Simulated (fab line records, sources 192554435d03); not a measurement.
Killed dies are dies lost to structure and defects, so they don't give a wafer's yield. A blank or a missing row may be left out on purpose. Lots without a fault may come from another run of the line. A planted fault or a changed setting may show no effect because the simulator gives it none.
fab line records | flow n5_finfet
record lots=7 wafers=39
route steps=1938 shown FIN_CUT@176 DUMMY_GATE@228 GATE_CUT@466
start_h: hours from the record's first day to the start of the lot's first wafer shown | wait_h: hours since the lot's step before | " the same as in the row above | L1.1+2: a row that stands for several wafers | - no value, or no start given | * or withheld: withheld | < > ~ a bound
route shown NAME@n: a module of which the file shows steps, and the number in the route of the first | usual: mean/standard deviation of fault-free wafers | same: alike in all rows | chamber/n: place in a boat | sites: the reading at each site | _std_site: their standard deviation | _edge_site: outer sites' mean less inner sites' | radius_mm: how far each site lies from the wafer's centre | mask NAME#n: copy n | behind: the tool/chamber that last shaped the wafer | hold: why the lot was held/for how many hours/how that ended | device: the transistor (n, p or np) that didn't switch | end of line: the same wafers' tests at the end of the route | a step without rows: its recipe alone | killed: dies lost to structure and defects at the first sort, not the wafer's yield | map: a wafer's dies, x killed, . not, _ none there
set.NAME: the setting as run; set.NAME@STEP: as run at that earlier step | model.NAME: the simulator's own value behind a step, which no gauge read
lots whose settings were changed on purpose; a table a step, a row a wafer
## steps
# step N5_FIN_CUT_CUT_ETCH_15
# recipe chemistry=HBr/Cl2/O2 target=Si target_depth_a=1000 bt_time_s=10 mask_material=SOC time_s=42.4 ion_energy_ev=* bias_w=* pressure_mtorr=10 icp_w=800 HBr_flow_sccm=150 Cl2_flow_sccm=80 O2_flow_sccm=12
# columns lot.wafer tool chamber start_h wait_h set.target_depth_a model.etch.depth_nm model.FIN_CUT.feature_depth_nm model.SOC_of_FIN_CUT_COAT_18.thk_nm
L078.1 rie_si-01 0 52.55 0.1 1000 100.1 100 170
L078.2 " 1 " " 1000 98.32 98.4 171.4
L078.3 " 2 " " 1040 102.6 102.6 169
L078.4 " 3 " " 1000 100.9 101 170
L078.5 " 1 " " 1040 102.6 102.6 169.6
L078.6 " 2 " " 1040 103.3 103.2 168.6
L080.1 rie_si-03 1 63.50 0.1 929.8 91.43 91.4 174.2
L080.2 " 0 " " 929.8 93.68 93.6 173.2
L080.3 " 2 " " 1000 101.2 101.2 170.8
L080.4 " 3 " " 929.8 92.76 92.8 173.2
L080.5 " 2 " " 1000 100.9 101 170.2
L080.6 " 1 " " 1000 98.49 98.4 172
L086.1 rie_si-01 2 100.81 0.1 1101 111 111 166.4
L086.2 " 1 " " 1101 108.6 108.6 166.2
L086.3 " 3 " " 1000 101 101 170.2
L086.4 " 0 " " 1101 109.9 109.8 167
L086.5 " 2 " " 1000 99.23 99.2 170.6
L086.6 " 1 " " 1000 100 100 170.2
L092.1 rie_si-01 1 138.10 0.1 1000 99.22 99.2 172
L092.2 " 3 " " 1116 113.3 113.4 165.4
L092.3 " 0 " " 1116 111.3 111.2 167
L092.4 " 1 " " 1116 111 111 167
L092.5 " 0 " " 1000 99.71 99.8 170.6
L092.6 " 3 " " 1000 101.8 101.8 169.6
L094.1 rie_si-01 0 147.34 0.1 1000 98.94 99 171.2
L094.2 " 2 " " 1000 101.3 101.2 170.2
L094.3 " 1 " " 1000 98.52 98.6 171.6
L094.4 " 2 " " 1000 101.7 101.6 168.8
L094.5 " 1 " " 1000 98.44 98.4 171.2
L094.6 " 0 " " 1000 100 100 170.4
L095.1 rie_si-02 2 154.20 0.1 1042 102.3 102.2 169
L095.2 " 1 " " 1000 100.4 100.4 170
L095.3 " 3 " " 1042 105.6 105.6 166.6
L095.4 " 0 " " 1042 103.4 103.4 168.4
L095.5 " 1 " " 1000 99.36 99.4 169.6
L095.6 " 2 " " 1000 98.29 98.2 169.8
L096.1 rie_si-01 0 161.06 0.1 1000 97.37 97.4 173.4
L096.2 " 1 " " 1000 96.01 96 172.4
L096.3 " 2 " " 1000 100.2 100.2 171.2
# step N5_DUMMY_GATE_EXPOSE_12
# recipe mask_id=GATE na=0.33 source_shape=annular sigma_inner=0.2 sigma_outer=0.6 polarization=unpolarized target_cd_nm=25 dose_mj=34
# columns lot.wafer tool chamber start_h wait_h mask set.dose_mj
L078.1+2+3+4+5+6 euv_scanner-02 0 70.08 - GATE#0 34
L080.1+5+6 euv_scanner-01 0 81.83 - GATE#0 34
L080.2+3+4 " 0 " " GATE#0 35.26
L086.1+3+6 euv_scanner-01 0 118.74 - GATE#0 34
L086.2+4+5 " 0 " " GATE#0 35.23
L092.1+2+5 euv_scanner-02 0 155.83 - GATE#0 33.2
L092.3+4+6 " 0 " " GATE#0 34
L094.1+2+5 euv_scanner-01 0 165.87 - GATE#0 35.76
L094.3+4+6 " 0 " " GATE#0 34
L095.1+4+5 euv_scanner-01 0 174.79 - GATE#0 34
L095.2+3+6 " 0 " " GATE#0 31.96
L096.1+2+3 euv_scanner-01 0 178.81 - GATE#0 34
# step N5_DUMMY_GATE_PEB_13
# recipe peb_temp_c=100 peb_time_s=60 resist=CAR-EUV
# step N5_DUMMY_GATE_DEVELOP_14
# recipe develop_time_s=30 developer=TMAH resist=CAR-EUV rinse_liquid=surfactant_rinse dry=air_spin dev_temp_c=23
# step N5_DUMMY_GATE_CD_MEAS_15
# recipe target_cd_nm=25.8 landing_energy_ev=500 detector=se_inlens
# usual cd_nm=24.93/0.26
# columns lot.wafer tool chamber start_h wait_h set.dose_mj@DUMMY_GATE_EXPOSE_12 cd_nm
L078.1 cd_sem-01 0 70.20 - 34 25.23
L078.2 " 0 " " 34 24.79
L078.3 " 0 " " 34 24.85
L078.4 " 0 " " 34 24.57
L078.5 " 0 " " 34 24.88
L078.6 " 0 " " 34 24.75
L080.1 cd_sem-01 0 81.96 - 34 24.44
L080.2 " 0 " " 35.26 24.35
L080.3 " 0 " " 35.26 24.31
L080.4 " 0 " " 35.26 24.32
L080.5 " 0 " " 34 24.84
L080.6 " 0 " " 34 25.03
L086.1 cd_sem-03 0 118.87 - 34 24.81
L086.2 " 0 " " 35.23 23.88
L086.3 " 0 " " 34 24.63
L086.4 " 0 " " 35.23 24.06
L086.5 " 0 " " 35.23 24.31
L086.6 " 0 " " 34 24.79
L092.1 cd_sem-02 0 155.95 - 33.2 25.45
L092.2 " 0 " " 33.2 25.21
L092.3 " 0 " " 34 24.76
L092.4 " 0 " " 34 24.76
L092.5 " 0 " " 33.2 25.06
L092.6 " 0 " " 34 24.35
L094.1 cd_sem-02 0 166.00 - 35.76 23.67
L094.2 " 0 " " 35.76 23.91
L094.3 " 0 " " 34 25.06
L094.4 " 0 " " 34 24.52
L094.5 " 0 " " 35.76 23.76
L094.6 " 0 " " 34 24.64
L095.1 cd_sem-03 0 174.92 - 34 25.43
L095.2 " 0 " " 31.96 26.12
L095.3 " 0 " " 31.96 26.37
L095.4 " 0 " " 34 25.19
L095.5 " 0 " " 34 25.36
L095.6 " 0 " " 31.96 26.45
L096.1 cd_sem-02 0 178.94 - 34 24.74
L096.2 " 0 " " 34 24.60
L096.3 " 0 " " 34 25.43
# step N5_DUMMY_GATE_ETCH_37
# recipe chemistry=N2/H2 target=SOC target_depth_a=600 overetch_a=300 temp_c=40 ion_energy_ev=200 pressure_mtorr=30 source_w=840 bias_w=150 n2_flow_sccm=200 h2_flow_sccm=200
# usual rf_vpp_V=524.9/2.5
# columns lot.wafer tool chamber start_h wait_h set.source_w rf_vpp_V
L078.1 rie_diel-03 2 70.67 0.0 840 527.2
L078.2 " 3 " " 840 521.1
L078.3 " 1 " " 782.7 540.6
L078.4 " 0 " " 782.7 538.0
L078.5 " 2 " " 840 528.1
L078.6 " 1 " " 782.7 540.5
L080.1 rie_diel-03 1 82.24 0.0 968 503.4
L080.2 " 2 " " 840 527.4
L080.3 " 0 " " 840 525.2
L080.4 " 3 " " 968 498.5
L080.5 " 1 " " 968 502.2
L080.6 " 0 " " 840 525.7
L086.1 rie_diel-05 0 119.15 0.0 791.3 537.5
L086.2 " 1 " " 840 526.3
L086.3 " 3 " " 840 525.4
L086.4 " 2 " " 791.3 530.5
L086.5 " 0 " " 791.3 537.1
L086.6 " 3 " " 840 524.9
L092.1 rie_diel-06 3 156.23 0.0 840 520.8
L092.2 " 2 " " 840 523.9
L092.3 " 0 " " 884 514.1
L092.4 " 1 " " 884 517.0
L092.5 " 2 " " 884 514.8
L092.6 " 1 " " 840 526.2
L094.1 rie_diel-06 0 166.27 0.0 706.9 554.4
L094.2 " 3 " " 840 522.6
L094.3 " 2 " " 840 522.3
L094.4 " 1 " " 840 526.5
L094.5 " 0 " " 706.9 554.0
L094.6 " 3 " " 706.9 551.9
L095.1 rie_diel-06 3 175.19 0.0 840 523.6
L095.2 " 0 " " 983 496.5
L095.3 " 1 " " 983 498.6
L095.4 " 0 " " 840 522.3
L095.5 " 1 " " 983 500.6
L095.6 " 3 " " 840 521.8
L096.1 rie_diel-05 2 179.22 0.0 840 520.5
L096.2 " 0 " " 840 524.6
L096.3 " 1 " " 840 526.1
# step N5_DUMMY_GATE_ETCH_32
# recipe chemistry=CF4 target=SiO2 target_depth_a=35 time_s=3.9 ion_energy_ev=350 pressure_mtorr=10 icp_w=800 bias_w=400 cf4_flow_sccm=80
# columns lot.wafer tool chamber start_h wait_h set.time_s model.etch.depth_nm
L078.1+5 rie_si-02 0,2 71.20 0.1 3.9 3.421
L078.2 " 1 " " 3.587 3.171
L078.3 " 2 " " 3.9 3.425
L078.4 " 3 " " 3.587 3.221
L078.6 " 3 " " 3.587 3.263
L080.1 rie_si-01 3 82.76 0.1 3.9 3.556
L080.2 " 2 " " 3.237 2.916
L080.3 " 0 " " 3.9 3.442
L080.4 " 1 " " 3.237 2.862
L080.5 " 3 " " 3.237 2.963
L080.6 " 2 " " 3.9 3.491
L086.1 rie_si-01 2 119.68 0.1 3.9 3.463
L086.2 " 1 " " 3.9 3.379
L086.3 " 3 " " 4.426 4.002
L086.4 " 0 " " 4.426 3.936
L086.5 " 2 " " 4.426 3.933
L086.6 " 3 " " 3.9 3.566
L092.1 rie_si-02 2 156.75 0.1 3.9 3.392
L092.2 " 0 " " 3.9 3.456
L092.3 " 1 " " 3.9 3.474
L092.4 " 3 " " 3.9 3.527
L092.5 " 2 " " 3.9 3.377
L092.6 " 1 " " 3.9 3.457
L094.1 rie_si-03 3 166.80 0.1 4.59 4.094
L094.2 " 1 " " 3.9 3.391
L094.3 " 2 " " 3.9 3.561
L094.4 " 0 " " 4.59 4.124
L094.5 " 0 " " 4.59 4.151
L094.6 " 1 " " 3.9 3.377
L095.1 rie_si-01 2 175.95 0.1 3.246 2.913
L095.2 " 3 " " 3.9 3.528
L095.3 " 1 " " 3.9 3.374
L095.4 " 0 " " 3.9 3.44
L095.5 " 2 " " 3.246 2.922
L095.6 " 1 " " 3.246 2.81
L096.1 rie_si-02 1 179.74 0.1 3.9 3.458
L096.2 " 0 " " 3.9 3.47
L096.3 " 2 " " 3.9 3.436
# step N5_GATE_CUT_ETCH_56
# recipe chemistry=Cl2/Ar target=TiN target_depth_a=216 pressure_mtorr=10 icp_w=600 bias_w=60 Cl2_flow_sccm=40 Ar_flow_sccm=60
# columns lot.wafer tool chamber start_h wait_h set.target_depth_a model.etch.depth_nm
L078.1 rie_metal-02 1 104.08 0.1 216 20.86
L078.2 " 0 " " 216 20.7
L078.3 " 1 " " 216 20.69
L078.4 " 0 " " 216 20.51
L078.5 " 1 " " 216 20.81
L078.6 " 0 " " 216 20.63
L080.1 rie_metal-01 1 115.71 0.1 203 20.18
L080.2 " 0 " " 203 20.34
L080.3 " 1 " " 203 19.99
L080.4 " 0 " " 216 21.82
L080.5 " 0 " " 216 22.06
L080.6 " 1 " " 216 21.37
L086.1 rie_metal-02 1 152.94 0.1 207.1 20.01
L086.2 " 0 " " 207.1 19.72
L086.3 " 1 " " 216 20.7
L086.4 " 0 " " 216 20.71
L086.5 " 0 " " 207.1 19.82
L086.6 " 1 " " 216 21.09
L092.1 rie_metal-01 0 195.21 0.1 216 21.52
L092.2 " 1 " " 216 21.03
L092.3 " 1 " " 207.8 20.45
L092.4 " 0 " " 216 21.64
L092.5 " 0 " " 207.8 20.81
L092.6 " 1 " " 207.8 20.22
L094.1 rie_metal-01 1 200.53 0.1 216 21.11
L094.2 " 0 " " 201.7 20.33
L094.3 " 0 " " 216 21.71
L094.4 " 1 " " 201.7 19.81
L094.5 " 1 " " 216 21.23
L094.6 " 0 " " 201.7 20.19
L095.1 rie_metal-03 1 208.60 0.1 216 21.01
L095.2 " 0 " " 216 22.17
L095.3 " 1 " " 216 21.11
L095.4 " 0 " " 198.3 20.22
L095.5 " 1 " " 198.3 19.38
L095.6 " 0 " " 198.3 20.46
L096.1 rie_metal-03 0 213.56 0.1 216 22.3
L096.2 " 1 " " 216 21.29
L096.3 " 1 " " 216 21.25
# step N5_GATE_CUT_HM_DEP_46
# recipe material=SiO2 target_thk_a=1300 temp_c=400 precursor=TEOS/O2 pressure_torr=6.5 rf_w=900 teos_flow_sccm=161.4 gas=O2 flow_sccm=2650 time_s=26.6
# columns lot.wafer tool chamber start_h wait_h set.time_s model.SiO2_of_GATE_CUT_HM_DEP_46.thk_nm
L078.1 pecvd-04 0 107.24 0.0 30.05 146.2
L078.2 " 2 " " 30.05 142.6
L078.3 " 1 " " 26.6 125.6
L078.4 " 2 " " 26.6 129.6
L078.5 " 0 " " 26.6 132.2
L078.6 " 1 " " 30.05 145.6
L080.1 pecvd-04 2 124.08 0.0 24.58 120
L080.2 " 1 " " 26.6 128
L080.3 " 0 " " 24.58 121
L080.4 " 0 " " 26.6 132.8
L080.5 " 1 " " 24.58 121.8
L080.6 " 2 " " 26.6 130.8
L086.1 pecvd-04 1 156.08 0.0 26.6 127.4
L086.2 " 0 " " 24.87 121
L086.3 " 0 " " 24.87 123.8
L086.4 " 1 " " 24.87 122.6
L086.5 " 0 " " 26.6 131.4
L086.6 " 1 " " 26.6 130.2
L092.1 pecvd-04 1 198.33 0.0 29.65 143.2
L092.2 " 0 " " 26.6 128
L092.3 " 2 " " 26.6 127.4
L092.4 " 2 " " 29.65 143.6
L092.5 " 1 " " 29.65 144.8
L092.6 " 0 " " 26.6 131.8
L094.1 pecvd-04 2 203.88 0.0 28.62 137.6
L094.2+4 " 0 " " 26.6 130.6
L094.3 " 1 " " 28.62 139.2
L094.5 " 2 " " 26.6 131
L094.6 " 1 " " 28.62 141.2
L095.1 pecvd-04 0 211.72 0.0 29.9 144.2
L095.2 " 2 " " 29.9 142
L095.3 " 1 " " 26.6 127.8
L095.4 " 1 " " 26.6 129
L095.5 " 0 " " 29.9 145.4
L095.6 " 2 " " 26.6 127.6
L096.1 pecvd-02 0 216.76 0.0 26.6 129.6
L096.2 " 2 " " 26.6 129.2
L096.3 " 1 " " 26.6 128.8
# step N5_GATE_CUT_COAT_34
# recipe resist=SOC temp_c=250 time_s=60 spin_rpm=1500 resist_thk_nm=60
# step N5_GATE_CUT_COAT_35
# recipe resist=SiARC temp_c=220 time_s=60 spin_rpm=1500 resist_thk_nm=10
# step N5_GATE_CUT_STRIP_38
# recipe chemistry=N2/H2 temp_c=40 n2_flow_sccm=200 h2_flow_sccm=200 rf_frequency_hz=6e+07
# step N5_GATE_CUT_STRIP_39
# recipe chemistry=N2/H2 temp_c=40 n2_flow_sccm=200 h2_flow_sccm=200 rf_frequency_hz=6e+07
# step N5_GATE_CUT_HM_OPEN_40
# recipe chemistry=C4F6/O2 target=SiO2 mask_material=SiARC target_depth_a=1390 time_s=85.1 ion_energy_ev=250 pressure_mtorr=30 source_w=345 bias_w=185 Ar_flow_sccm=300 C4F6_flow_sccm=10 O2_flow_sccm=10 ends=cleared
# usual etch_rf_on_time_s=93.0/2
# columns lot.wafer tool chamber start_h wait_h set.time_s@GATE_CUT_HM_DEP_46 etch_rf_on_time_s model.etch.depth_nm model.SOC_of_GATE_CUT_COAT_34.thk_nm
L078.1 rie_diel-05 0 107.99 0.0 30.05 106.3 146.2 29.4
L078.2 " 1 " " 30.05 102.2 142.6 29.6
L078.3 " 2 " " 26.6 89.6 125.7 33.8
L078.4 " 0 " " 26.6 93.9 129.7 32.8
L078.5 " 2 " " 26.6 94.8 132.3 32.4
L078.6 " 1 " " 30.05 105.5 145.6 29
L080.1 rie_diel-03 1 124.70 0.0 24.58 89.5 120 35
L080.2 " 0 " " 26.6 90.3 128.1 33
L080.3 " 3 " " 24.58 87.8 121.1 35.2
L080.4 " 0 " " 26.6 94.4 132.7 31.8
L080.5 " 1 " " 24.58 91.2 121.8 34.6
L080.6 " 3 " " 26.6 93.9 130.8 33
L086.1 rie_diel-03 3 156.90 0.0 26.6 91.1 127.3 33.4
L086.2 " 2 " " 24.87 85.6 120.9 34.6
L086.3 " 0 " " 24.87 87.5 123.9 33.4
L086.4 " 1 " " 24.87 91.6 122.5 34.2
L086.5 " 2 " " 26.6 92.9 131.4 32.6
L086.6 " 3 " " 26.6 92.7 130.2 33
L092.1 rie_diel-05 2 203.68 0.0 29.65 103.3 143.2 30
L092.2 " 1 " " 26.6 91.5 127.9 32.4
L092.3 " 0 " " 26.6 91.7 127.5 33.2
L092.4 " 0 " " 29.65 102.9 143.5 29.8
L092.5 " 2 " " 29.65 104.1 144.7 29.8
L092.6 " 1 " " 26.6 95.2 131.8 31.8
L094.1 rie_diel-03 2 204.64 0.0 28.62 97.3 137.6 31.2
L094.2 " 1 " " 26.6 96.8 130.6 32.8
L094.3 " 0 " " 28.62 98.6 139.2 30.4
L094.4 " 3 " " 26.6 92.1 130.7 33
L094.5 " 1 " " 26.6 97.2 131 32.6
L094.6 " 2 " " 28.62 100.4 141.1 30.4
L095.1 rie_diel-05 2 212.46 0.0 29.9 105.5 144.2 29.8
L095.2 " 1 " " 29.9 103.4 142 29.4
L095.3 " 0 " " 26.6 93.3 127.9 33
L095.4 " 3 " " 26.6 92.1 129 33.2
L095.5 " 2 " " 29.9 106.3 145.3 29.6
L095.6 " 3 " " 26.6 90.7 127.6 33.6
L096.1 rie_diel-06 2 217.70 0.0 26.6 90.9 129.5 33
L096.2 " 0 " " 26.6 93.4 129.2 32.8
L096.3 " 3 " " 26.6 93.4 128.9 32.8
# step N5_GATE_CUT_STRIP_41
# recipe chemistry=CF4 resist=SiARC power_w=300 bias_power_w=75 pressure_mtorr=50 cf4_flow_sccm=150 rf_frequency_hz=6e+07
# step N5_GATE_CUT_STRIP_42
# recipe chemistry=O2 power_w=400 temp_c=40 pressure_mtorr=30 rf_frequency_hz=6e+07 bias_power_w=0 overash_fraction=0.3 o2_flow_sccm=225
# step N5_GATE_CUT_ALD_22
# recipe material=SiNx target_thk_a=160 temp_c=400 ald_precursor_family=SiH2I2 ald_co_reactant=N2/H2-plasma pulse_time_s=1 ald_cycles=320 purge_time_s=2 co_reactant_purge_time_s=2 pressure_torr=2
# step N5_GATE_CUT_CMP_23
# recipe stop_on=SiO2 t_overpolish_s=23.4 post_cmp_clean=alkaline_brush down_force_psi=2.5 platen_rpm=51.8 pad_velocity_m_s=1.0307 target_thk_nm=16
# step N5_GATE_CUT_THK_MEAS_24
# recipe reads=SiO2_of_GATE_CUT_HM_DEP_46+SiO2_flowable_of_ILD0_FCVD_FILL_01
# usual GC_FILL_THK=219.3/1.8
# columns lot.wafer tool chamber start_h wait_h set.time_s@GATE_CUT_HM_DEP_46 GC_FILL_THK[nm]
L078.1 film_metro-02 - 110.45 - 30.05 236.7
L078.2 " - " " 30.05 233.1
L078.3 " - " " 26.6 216.9
L078.4 " - " " 26.6 219.1
L078.5 " - " " 26.6 223.4
L078.6 " - " " 30.05 236.7
L080.1 film_metro-02 - 127.17 - 24.58 209.7
L080.2 " - " " 26.6 218.4
L080.3 " - " " 24.58 210.2
L080.4 " - " " 26.6 221.5
L080.5 " - " " 24.58 211.1
L080.6 " - " " 26.6 219.9
L086.1 film_metro-01 - 159.44 - 26.6 216.8
L086.2 " - " " 24.87 211.0
L086.3 " - " " 24.87 213.4
L086.4 " - " " 24.87 213.3
L086.5 " - " " 26.6 221.2
L086.6 " - " " 26.6 221.2
L092.1 film_metro-01 - 206.19 - 29.65 232.7
L092.2 " - " " 26.6 217.9
L092.3 " - " " 26.6 218.1
L092.4 " - " " 29.65 232.4
L092.5 " - " " 29.65 235.6
L092.6 " - " " 26.6 221.7
L094.1 film_metro-01 - 207.10 - 28.62 227.0
L094.2 " - " " 26.6 219.3
L094.3 " - " " 28.62 227.5
L094.4 " - " " 26.6 221.2
L094.5 " - " " 26.6 221.3
L094.6 " - " " 28.62 230.8
L095.1 film_metro-02 - 214.93 - 29.9 231.8
L095.2 " - " " 29.9 230.9
L095.3 " - " " 26.6 216.5
L095.4 " - " " 26.6 218.2
L095.5 " - " " 29.9 235.5
L095.6 " - " " 26.6 216.8
L096.1 film_metro-01 - 220.52 - 26.6 218.5
L096.2 " - " " 26.6 219.5
L096.3 " - " " 26.6 218.0
# step N5_GATE_CUT_CMP_43
# recipe material=SiO2 post_cmp_clean=rinse_only
# columns lot.wafer tool chamber start_h wait_h set.time_s@GATE_CUT_HM_DEP_46 model.SiO2_of_GATE_CUT_HM_DEP_46.thk_nm
L078.2 cmp-03 3 110.48 0.0 30.05 5.6
L078.4 " 0 " " 26.6 5
L078.1+6 " 1,0 " " 30.05 5.8
L078.3 " 2 " " 26.6 4.8
L078.5 " 3 " " 26.6 5.2
L080.1+3+5 cmp-03 2,0,2 127.33 0.2 24.58 4.6
L080.2 " 3 " " 26.6 4.8
L080.4 " 1 " " 26.6 5.2
L080.6 " 3 " " 26.6 5
L086.1 cmp-04 2 159.47 0.0 26.6 4.8
L086.2+3+4 " 3,0,1 " " 24.87 4.6
L086.6+5 " 2,3 " " 26.6 5
L092.3+2 cmp-02 3,1 206.22 0.0 26.6 4.8
L092.1+4 " 0,2 " " 29.65 5.6
L092.5 " 3 " " 29.65 5.8
L092.6 " 0 " " 26.6 5
L094.4+2+5 cmp-04 3,1,3 207.14 0.0 26.6 5
L094.3+1 " 0,2 " " 28.62 5.4
L094.6 " 0 " " 28.62 5.6
L095.1+2 cmp-04 1,0 214.96 0.0 29.9 5.6
L095.3+6 " 2 " " 26.6 4.8
L095.4 " 3 " " 26.6 5
L095.5 " 1 " " 29.9 5.8
L096.2+3+1 cmp-03 1,2,3 220.55 0.0 26.6 5
## key
split step=N5_FIN_CUT_CUT_ETCH_15 setting=target_depth_a stated=1000 by=wafer
response step=N5_FIN_CUT_CUT_ETCH_15 reading=model.etch.depth_nm change=+0.994 per=1% r=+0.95
response step=N5_FIN_CUT_CUT_ETCH_15 reading=model.FIN_CUT.feature_depth_nm change=+0.991 per=1% r=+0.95
response step=N5_FIN_CUT_CUT_ETCH_15 reading=model.SOC_of_FIN_CUT_COAT_18.thk_nm change=-0.372 per=1% r=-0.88
split step=N5_DUMMY_GATE_EXPOSE_12 setting=dose_mj stated=34 by=wafer
response step=N5_DUMMY_GATE_CD_MEAS_15 reading=cd_nm change=-0.172 per=1% r=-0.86
split step=N5_DUMMY_GATE_ETCH_37 setting=source_w stated=840 by=wafer
response step=N5_DUMMY_GATE_ETCH_37 reading=rf_vpp_V change=-1.65 per=1% r=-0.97
split step=N5_DUMMY_GATE_ETCH_32 setting=time_s stated=3.9 by=wafer
response step=N5_DUMMY_GATE_ETCH_32 reading=model.etch.depth_nm change=+0.0351 per=1% r=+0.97
split step=N5_GATE_CUT_ETCH_56 setting=target_depth_a stated=216 by=wafer
response step=N5_GATE_CUT_ETCH_56 reading=model.etch.depth_nm change=+0.206 per=1% r=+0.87
split step=N5_GATE_CUT_HM_DEP_46 setting=time_s stated=26.6 by=wafer
response step=N5_GATE_CUT_HM_DEP_46 reading=model.SiO2_of_GATE_CUT_HM_DEP_46.thk_nm change=+1.23 per=1% r=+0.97
response step=N5_GATE_CUT_HM_OPEN_40 reading=etch_rf_on_time_s change=* per=1% r=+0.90
response step=N5_GATE_CUT_HM_OPEN_40 reading=model.etch.depth_nm change=+1.23 per=1% r=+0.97
response step=N5_GATE_CUT_HM_OPEN_40 reading=model.SOC_of_GATE_CUT_COAT_34.thk_nm change=-0.268 per=1% r=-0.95
response step=N5_GATE_CUT_THK_MEAS_24 reading=GC_FILL_THK change=+1.21 per=1% r=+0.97
response step=N5_GATE_CUT_CMP_43 reading=model.SiO2_of_GATE_CUT_HM_DEP_46.thk_nm change=+0.0611 per=1% r=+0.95
